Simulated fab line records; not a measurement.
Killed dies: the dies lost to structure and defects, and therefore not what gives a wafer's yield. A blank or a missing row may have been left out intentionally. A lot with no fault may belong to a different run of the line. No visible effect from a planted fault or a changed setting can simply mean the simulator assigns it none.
Struck lot and sound lot, side by side	flow n5Finfet	15 out of 1938 route steps
Sound: these wafers, L231.1, L231.3, L231.6. Struck: wafer L225.6 (left out: L225.1, L225.5 of the same lot, which were not struck); the cause appears at the end.
Per side, at each step with rows, come the tool, then ch with its chambers, and then its first start. Under that, the readings that differ: sound wafers	struck wafers	difference of the means	sigmas: that difference in standard deviations of wafers without a fault.
alike: words and numbers the same on both sides, and readings whose means are apart by under 2 such deviations; not compared: readings that were withheld, readings missing a value for some wafer, numbers with overlapping values and no deviation given by the record, and bounds like >300 which may hide the same value.
The two part at a step that has a row with sigmas, a row that says differs or no value, or rows on one side only. Numbers that don't overlap but have no deviation are shown without sigmas and don't part them. A reading that every wafer of one side lacks parts them only if that side has two wafers or more.

N5_BEOL_M3_SPUTTER_90: material Cu, target thk 4.5 nm, time 8.29 s.
  struck on pvdSputter-01, day 10 03:33; sound on pvdSputter-03, day 12 06:02
  alike: susceptorTempC, throttleValvePct
N5_BEOL_M3_ANNEAL_91: time 240 s.
  struck on pvdSputter-01, day 10 03:38; sound on pvdSputter-03, day 12 06:07
  alike: heaterPowerW, susceptorTempC
then, 1 step without rows for these wafers: N5_BEOL_M3_SPUTTER_92 (material Cu, target thk 4.5 nm, time 8.29 s).
N5_BEOL_M3_ANNEAL_93: time 240 s.
  struck on pvdSputter-01, day 10 03:51; sound on pvdSputter-03, day 12 06:20
  alike: heaterPowerW, susceptorTempC
N5_BEOL_M3_SPUTTER_94: material Cu, target thk 4.5 nm, time 8.29 s.
  struck on pvdSputter-01, day 10 03:59; sound on pvdSputter-03, day 12 06:28
  alike: susceptorTempC, throttleValvePct
then, 3 steps without rows for these wafers: N5_BEOL_M3_ANNEAL_95 (time 240 s); N5_BEOL_M3_SPUTTER_96 (material Cu, target thk 4.5 nm, time 8.29 s); N5_BEOL_M3_ECD_50 (material Cu, target thk 300 nm).
N5_BEOL_M3_ANNEAL_51: time 90 s.
  sound on rtpAnneal-02 ch 0, day 12 06:53; struck on rtpAnneal-01 ch 0, day 10 04:25
  alike: wafer_temp_C_max
then, 1 step without rows for these wafers: N5_BEOL_M3_CMP_52 (polishes, stops on SiOC, t overpolish 6.8 s, target thk 40 nm).
N5_BEOL_M3_THK_MEAS_53: measures by xrf.
  struck on filmMetro-02, day 10 05:09; sound on filmMetro-01, day 12 07:29
  alike: M3_THK
then, 1 step without rows for these wafers: N5_BEOL_M3_PRE_CLEAN_60 (time 15 s).
N5_BEOL_M3_CO_CAP_55: material Co, precursor CCTBA/H2, target thk 2 nm, time 102.1 s.
  sound on cvdCo-02 ch 0,1,2, day 12 07:34; struck on cvdCo-01 ch 1, day 10 05:14
reading	sound	struck	difference	sigmas
runLengthS (s)	125.1 124.3 124.8	155.2	+30.5	+68
  alike: heaterPowerW, susceptorTempC
  not compared: model.Co_of_BEOL_M3_CO_CAP_55.thkNm
then, 1 step without rows for these wafers: N5_BEOL_M3_PRE_CLEAN_56 (time 15 s).
N5_BEOL_M4_RC_MEAS_101:
  sound on prober-02 ch 0, day 12 15:43; struck on prober-01 ch 0, day 11 02:36
reading	sound	struck	difference	sigmas
DIBL_N (mV/V)	32.4 36.2 36.1	41.2	+6.3	+3
DIBL_P (mV/V)	32.5 36.1 35.8	41.1	+6.3	+3
IOFF_N (nA/um)	0.10 0.16 0.14	0.22	+0.09	+3
ION_N (uA/um)	649 675 668	698	+34	+3
SS_P (mV/dec)	71.9 72.9 73.3	74.8	+2.1	+3
  alike: IOFF_P, ION_P, SS_N, VT_N, VT_P

WHERE THEY PART
Earliest at N5_BEOL_M3_CO_CAP_55; latest, in this record, at N5_BEOL_M4_RC_MEAS_101.

WHY: whatever the simulator had introduced
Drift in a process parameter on cvdCo-01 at N5_BEOL_M3_CO_CAP_55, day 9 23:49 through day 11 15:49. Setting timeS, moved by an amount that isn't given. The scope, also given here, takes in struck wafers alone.
